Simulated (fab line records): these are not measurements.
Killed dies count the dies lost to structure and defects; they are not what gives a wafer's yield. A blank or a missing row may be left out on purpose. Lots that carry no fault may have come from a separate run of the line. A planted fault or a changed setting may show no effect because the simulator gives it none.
Chamber matching    flow nandHarc    4 sister chambers for NHARC_P_ZERO_WELL_ETCH_65 on rieDiel-01
The step etches the open film in N2/H2, target depth 80 nm, overetch 24 nm, time 87.88 s. 16 wafers are shown with their chamber, then 8 later ones without.

WAFERS WITH THEIR CHAMBER
wafer   chamber  drypumpMotorCurrentA (A)  rfVppV (V)  throttleValvePct (%)
L074.3  1        4.8                       430.8       14.195
L074.4  3        5.3                       427.7       14.169
L074.5  1        4.8                       430.4       14.168
L077.1  1        4.8                       430.6       14.172
L077.4  2        5.7                       430.2       14.175
L077.5  1        4.8                       430.3       14.170
L085.1  1        4.8                       429.2       14.160
L085.2  2        5.7                       429.6       14.173
L085.3  3        5.3                       427.1       14.163
L087.2  2        5.7                       431.6       14.181
L087.4  1        4.8                       431.0       14.167
L087.5  2        5.7                       431.1       14.162
L088.1  0        4.9                       430.9       14.157
L088.3  2        5.7                       430.3       14.181
L088.6  0        5.0                       431.2       14.159
L089.3  0        4.9                       432.1       14.181

SIGNATURES, as means of the wafers listed above
reading               chamber 0  chamber 1  chamber 2  chamber 3  scatter within a chamber
drypumpMotorCurrentA  4.933      4.800      5.700      5.300      0.0236
rfVppV                431.400    430.383    430.560    427.400    0.675
throttleValvePct      14.16567   14.17200   14.17440   14.16600   0.0105
Rule: distance of a wafer from a chamber = root of the sum over the readings of ((wafer's reading minus chamber's mean) / reading's scatter) squared. The wafer belongs to the nearest chamber; if the next one is less than 2 further off, it can't be placed. The scatter is the square root of a quotient: the sum, over the shown wafers, of each reading's squared deviation from its chamber's mean, divided by wafers minus chambers.

WAFERS WHOSE CHAMBER IS MISSING
wafer   drypumpMotorCurrentA (A)  rfVppV (V)  throttleValvePct (%)
L089.5  5.7                       432.4       14.172
L089.6  5.3                       425.6       14.171
L094.1  4.8                       431.0       14.159
L094.3  5.7                       430.0       14.167
L094.6  4.8                       431.0       14.164
L097.1  5.7                       430.8       14.181
L097.2  5.3                       426.7       14.176
L097.6  4.9                       432.3       14.177

THE CHAMBER EACH PASSED THROUGH
wafer   from the rows above  in truth
L089.5  2                    2
L089.6  3                    3
L094.1  1                    1
L094.3  2                    2
L094.6  1                    1
L097.1  2                    2
L097.2  3                    3
L097.6  0                    0
Placed correctly: 8 of 8. Not placeable from these rows: 0. 0 placed wrongly.
